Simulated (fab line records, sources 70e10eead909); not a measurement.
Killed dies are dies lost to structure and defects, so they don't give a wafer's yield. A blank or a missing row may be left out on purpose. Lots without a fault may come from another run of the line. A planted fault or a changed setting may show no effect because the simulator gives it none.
Tool commonality check | flow nand_harc | 15 lots, 45 wafers sampled

WHY IT WAS OPENED
At NHARC_P_STI_CD_MEAS_09 the reading cd_nm is flagged on 3 of 15 lots. Wafers without a fault read 198.7 nm, standard deviation 1.7.
Rule: a lot is flagged when every wafer of it that has a number lies more than 4 standard deviations from that mean, or none has a number. The other lots count as sound.

lot  | measured     | on        | cd_nm (nm), wafer by wafer | flag
L631 | day 2 23:53  | cd_sem-03 | 204.9 201.4 200.5          |
L632 | day 3 09:13  | cd_sem-03 | 198.3 199.2 199.2          |
L633 | day 3 16:31  | cd_sem-03 | 197.1 197.2 197.3          |
L634 | day 4 00:52  | cd_sem-01 | 198.9 199.4 199.1          |
L636 | day 4 20:07  | cd_sem-01 | 196.3 199.5 199.7          |
L637 | day 5 09:14  | cd_sem-03 | 197.9 197.8 198.2          |
L638 | day 5 18:28  | cd_sem-01 | 199.3 198.7 199.3          |
L639 | day 6 02:30  | cd_sem-01 | 200.1 199.3 199.7          |
L640 | day 6 15:29  | cd_sem-01 | 198.2 196.1 198.2          |
L641 | day 7 00:20  | cd_sem-02 | 198.5 201.1 199.2          |
L642 | day 7 08:44  | cd_sem-03 | 197.2 201.0 200.3          |
L648 | day 9 22:35  | cd_sem-01 | 197.6 195.3 196.2          |
L649 | day 10 12:20 | cd_sem-02 | 231.4 233.7 235.4          | FLAGGED
L650 | day 10 22:54 | cd_sem-03 | 234.4 234.3 233.3          | FLAGGED
L651 | day 11 03:02 | cd_sem-03 | 229.3 229.6 231.5          | FLAGGED
The numbers of the flagged lots are 232.5 nm on average: +33.8 nm against the usual, or +20 standard deviations.

WHICH TOOL RAN EACH LOT
The record holds 2 process steps before the reading, out of a route of 1302 steps. In each cell: the tool, then ch and the chambers that the sampled wafers went through, then the start.
lot  | flag    | NHARC_P_ZERO_WELL_RTA_42         | NHARC_P_STI_PEB_07
L631 |         | rtp_anneal-01 ch 0, day 2 04:04  | litho_track-05 ch 0, day 2 23:47
L632 |         | rtp_anneal-01 ch 0, day 2 13:22  | litho_track-07 ch 0, day 3 09:08
L633 |         | rtp_anneal-02 ch 0, day 2 23:34  | litho_track-07 ch 0, day 3 16:25
L634 |         | rtp_anneal-02 ch 0, day 3 09:02  | litho_track-02 ch 0, day 4 00:46
L636 |         | rtp_anneal-02 ch 0, day 4 04:55  | litho_track-02 ch 0, day 4 20:02
L637 |         | rtp_anneal-01 ch 0, day 4 15:04  | litho_track-07 ch 0, day 5 09:08
L638 |         | rtp_anneal-01 ch 0, day 5 00:53  | litho_track-05 ch 0, day 5 18:22
L639 |         | rtp_anneal-02 ch 0, day 5 10:45  | litho_track-05 ch 0, day 6 02:25
L640 |         | rtp_anneal-02 ch 0, day 5 21:08  | litho_track-07 ch 0, day 6 15:24
L641 |         | rtp_anneal-02 ch 0, day 6 07:01  | litho_track-05 ch 0, day 7 00:14
L642 |         | rtp_anneal-02 ch 0, day 6 16:54  | litho_track-07 ch 0, day 7 08:38
L648 |         | rtp_anneal-01 ch 0, day 9 04:58  | litho_track-07 ch 0, day 9 22:30
L649 | FLAGGED | rtp_anneal-02 ch 0, day 9 15:07  | litho_track-07 ch 0, day 10 12:15
L650 | FLAGGED | rtp_anneal-02 ch 0, day 10 05:50 | litho_track-07 ch 0, day 10 22:49
L651 | FLAGGED | rtp_anneal-02 ch 0, day 10 11:11 | litho_track-07 ch 0, day 11 02:57
What these steps do:
- NHARC_P_ZERO_WELL_RTA_42: time 300 s.
- NHARC_P_STI_PEB_07: peb time 80 s.
- NHARC_P_STI_CD_MEAS_09: target cd 200 nm.

FLAGGED OVER TOTAL, TOOL BY TOOL (the gauges that took the reading come last)
step                     | tool           | lots run | flagged | share of the flagged lots | sound lots run after its first flagged lot
NHARC_P_ZERO_WELL_RTA_42 | rtp_anneal-01  | 5        | 0       | none                      | -
NHARC_P_ZERO_WELL_RTA_42 | rtp_anneal-02  | 10       | 3       | all                       | 0
NHARC_P_STI_PEB_07       | litho_track-02 | 2        | 0       | none                      | -
NHARC_P_STI_PEB_07       | litho_track-05 | 4        | 0       | none                      | -
NHARC_P_STI_PEB_07       | litho_track-07 | 9        | 3       | all                       | 0
NHARC_P_STI_CD_MEAS_09   | cd_sem-01      | 6        | 0       | none                      | -
NHARC_P_STI_CD_MEAS_09   | cd_sem-02      | 2        | 1       | some                      | 0
NHARC_P_STI_CD_MEAS_09   | cd_sem-03      | 7        | 2       | some                      | 0

WHAT THE TABLE ALLOWS
2 rows of the table ran every flagged lot: rtp_anneal-02 at NHARC_P_ZERO_WELL_RTA_42, litho_track-07 at NHARC_P_STI_PEB_07.
- rtp_anneal-02 at NHARC_P_ZERO_WELL_RTA_42: 3 of its 10 lots flagged. Its last sound lot is L642 (day 6 16:54), its first flagged lot L649 (day 9 15:07): a fault that began between those two fits.
- litho_track-07 at NHARC_P_STI_PEB_07: 3 of its 9 lots flagged. Its last sound lot is L648 (day 9 22:30), its first flagged lot L649 (day 10 12:15): a fault that began between those two fits. Its own readings lie more than 4 standard deviations out on every wafer of the flagged lots: heater_power_total_W, plate_temp_C.
Counting lots can't tell these 2 tools apart, because each fits a fault that began at some hour. More lots, or a look at what each step does to the wafer, might.

WHAT THE SIMULATOR HAD PUT IN
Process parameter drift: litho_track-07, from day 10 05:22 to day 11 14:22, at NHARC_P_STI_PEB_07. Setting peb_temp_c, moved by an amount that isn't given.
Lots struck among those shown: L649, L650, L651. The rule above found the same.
